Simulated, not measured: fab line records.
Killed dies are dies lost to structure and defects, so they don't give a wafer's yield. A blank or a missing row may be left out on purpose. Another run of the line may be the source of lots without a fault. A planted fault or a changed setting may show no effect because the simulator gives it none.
Code-filled problem report in 8D (eight disciplines) form :: flow nandHarc :: the parts of the form that need people (team, actions taken, sign-off) are left out

== 1. THE ISSUE ==
killedAtPeriphery at NHARC_END_SORT_01 reads a mean of 619.3 on 3 wafers of 2 lots; wafers without a fault read 3.8 with a standard deviation of 2.9. So: +99 or more standard deviations from the usual mean.
First seen on wafer L560.1, day 30 02:23, on prober-02. Wafers with a number at this step in the record: 4, from 2 lots. Rule for "out" (also "out of limits"): further than 4 standard deviations from the usual mean. Any other wafer with a number is counted as sound.

== 2. WHAT IT IS AND WHAT IT IS NOT ==
question: which readings at this step
is: killedAtPeriphery, defectLimitedYield, killedDies
is not: killedAtArray, killedAtOther, killedOpen, killedShort

question: which lots
is: L560, L562
is not: -

question: which wafers of those lots
is: L560.1, L562.1, L562.6
is not: L560.4

question: read on which gauges
is: prober-01, prober-02
is not: -

question: when
is: from day 30 02:23
is not: up to then (0 sound wafers); but 1 sound wafer of L560 came after

== 3. THE SUSPECTS, EACH WITH WHAT RULES IT OUT ==
Counting: if a tool at a process step up to the reading ran every lot that is out, it stays a suspect. Sound lots after the first of them don't rule it out here, since some wafers of a struck lot are sound.
- the gauge at NHARC_END_SORT_01 has been ruled out. The wafers that are out were read on 2 gauges (prober-01, prober-02).
- pvdSputter-03 at NHARC_P_M0_PVD_21 (deposits Cu, target thk 30 nm, time 20.49 s): kept. It ran every lot that is out, first L560 (day 11 09:20).
- pecvd-02 at NHARC_A_M1_DEP_33 (deposits SiCN, target thk 30 nm): kept. It ran every lot that is out and that the record shows at this step, first L560 (day 28 17:49). The record shows only 1 of the 2 lots at this step.
- cmp-02 at NHARC_A_BONDPAD_CMP_29 (polishes SiCN, target thk 200 nm): kept. It ran every lot that is out and that the record shows at this step, first L560 (day 28 18:34). The record shows only 1 of the 2 lots at this step.
pvdSputter-03 at NHARC_P_M0_PVD_21, pecvd-02 at NHARC_A_M1_DEP_33 and cmp-02 at NHARC_A_BONDPAD_CMP_29 are what is left after counting.

== 4. THE CAUSE (what the simulator had put in) ==
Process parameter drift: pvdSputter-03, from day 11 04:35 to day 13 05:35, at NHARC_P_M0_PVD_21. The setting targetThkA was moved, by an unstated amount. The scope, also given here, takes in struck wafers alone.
Of the 3 suspects that counting leaves, this tool is one.

== 5. THE CHAIN OF EFFECTS, in route order ==
Rows list readings where the struck wafers' mean (over those with a number) sits beyond 3 standard deviations from the usual. Readings are gone through only where the record gives a usual standard deviation; hours: the median, over the lots, of the time from a lot's start at the first step in this table giving one to that lot's start at this step; sigmas: the change measured in usual standard deviations.
hours: 0
step: NHARC_END_SORT_01
reading: defectLimitedYield
usual: 91.1 %
on struck wafers: 0.0
change: -91.1
sigmas: -33

hours: 0
step: NHARC_END_SORT_01
reading: killedAtPeriphery
usual: 3.8
on struck wafers: 619.3
change: +615.5
sigmas: +99 or more

hours: 0
step: NHARC_END_SORT_01
reading: killedDies
usual: 60
on struck wafers: 677
change: +617
sigmas: +32

== 6. HOW IT WOULD HAVE BEEN CAUGHT EARLIER ==
The first out-of-limits reading at a measuring or inspecting step in this record came at day 30 02:23, 454 hours after the fault's start at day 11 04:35.
No tool reading at NHARC_P_M0_PVD_21 that has a usual standard deviation in the record was out on any struck wafer, so an alarm limit of 4 standard deviations on those readings would not have fired.
Each of the lots that are out, 2 in all, had begun NHARC_P_M0_PVD_21 on pvdSputter-03 no later than day 30 02:23. Holding the tool at that point would not have protected any of them.
